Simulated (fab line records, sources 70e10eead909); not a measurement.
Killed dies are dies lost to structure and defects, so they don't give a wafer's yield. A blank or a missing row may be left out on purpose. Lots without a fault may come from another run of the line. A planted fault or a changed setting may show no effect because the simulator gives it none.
Problem report in the 8D (eight disciplines) form, filled by code | flow nand_harc | the parts of the form that need people (team, actions taken, sign-off) are left out

1. THE PROBLEM
mfc_precursor_sccm at NHARC_A_CONTACT_DEP_24 reads a mean of 185.3 sccm on 1 wafer of 1 lot; wafers without a fault read 161.4 sccm with a standard deviation of 0.46. That is +52 standard deviations from the usual mean.
The step: deposits SiO2, target thk 500 nm.
First seen on wafer L798.5, day 24 18:59, on pecvd-03. The record holds 35 wafers of 12 lots with a number at this step. Rule for "out", or "out of limits": more than 4 standard deviations from the usual mean. The other wafers with a number count as sound.

2. WHAT IT IS AND WHAT IT IS NOT
question                    | is                 | is not
which readings at this step | mfc_precursor_sccm | flow_sccm, heater_power_w, throttle_valve_pct
which lots                  | L798               | L790, L791, L793, L795, L799, L800, L802, L803, L810, L811, L813
which wafers of those lots  | L798.5             | L798.4
read on which tools         | pecvd-03           | pecvd-01, pecvd-04
when                        | from day 24 18:59  | up to then (16 sound wafers); but 18 sound wafers of L800, L802, L803, L810, L811, L813 came after

3. SUSPECTS, AND WHAT RULES EACH OUT
Counting: a tool at a process step up to the reading stays a suspect if it ran every lot that is out. Sound lots after the first of them don't rule it out here, since some wafers of a struck lot are sound.
- rie_diel-10 at NHARC_A_SLIT_ETCH_15 (etches the open film in O2/COS, target depth 6200 nm, time 1612 s): kept. It ran the lot that is out, L798 (day 24 01:35); its last sound lot up to then is L795 (day 22 05:43). NHARC_A_SLIT_ETCH_15 gives no start for some lots, so the hours and the order of its lots are those of NHARC_A_WL_FILL_CVD_03.
- cvd_w-02 at NHARC_A_WL_FILL_CVD_03 (deposits W, target thk 40 nm, time 279 s): kept. It ran the lot that is out, L798 (day 24 01:35); its last sound lot up to then is L795 (day 22 05:43).
- rie_si-05 at NHARC_A_WL_FILL_ETCHBACK_26 (etches the open film in HBr, target depth 52 nm, time 13.3 s): kept. It ran the lot that is out, L798 (day 24 17:36).
- pecvd-03 at NHARC_A_CONTACT_DEP_24 (deposits SiO2, target thk 500 nm): kept. It ran the lot that is out, L798 (day 24 18:59); its last sound lot up to then is L793 (day 22 01:15). Its own readings are out on those wafers: mfc_precursor_sccm.
- Within rie_si-05 at NHARC_A_WL_FILL_ETCHBACK_26: the wafers that are out ran in chamber 2; their sound lot-mates ran in chamber 1.
- Within pecvd-03 at NHARC_A_CONTACT_DEP_24: the wafers that are out ran in chamber 2; their sound lot-mates ran in chamber 0.
Left after counting: rie_diel-10 at NHARC_A_SLIT_ETCH_15, cvd_w-02 at NHARC_A_WL_FILL_CVD_03, rie_si-05 at NHARC_A_WL_FILL_ETCHBACK_26, pecvd-03 at NHARC_A_CONTACT_DEP_24.

4. THE CAUSE (what the simulator had put in)
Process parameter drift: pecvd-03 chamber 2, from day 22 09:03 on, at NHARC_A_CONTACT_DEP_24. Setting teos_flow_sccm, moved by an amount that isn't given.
Counting left 4 suspects, and this tool is among them.

5. THE CHAIN OF EFFECTS, in route order
Each row: a reading whose mean over the struck wafers that have a number lies more than 3 standard deviations from the usual. Only readings for which the record gives a usual standard deviation are gone through. hours: the time from each lot's start at the first step in this table that gives one to its start at this step, as a median over the lots. sigmas: the change in usual standard deviations.
hours | step                   | reading            | usual      | on struck wafers | change | sigmas
0     | NHARC_A_CONTACT_DEP_24 | mfc_precursor_sccm | 161.4 sccm | 185.3            | +23.9  | +52
The process steps in it:
- NHARC_A_CONTACT_DEP_24: deposits SiO2, target thk 500 nm.

6. WHAT WOULD HAVE CAUGHT IT SOONER
In this record the first reading out of limits was taken at day 24 18:59, 58 hours after the fault began at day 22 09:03.
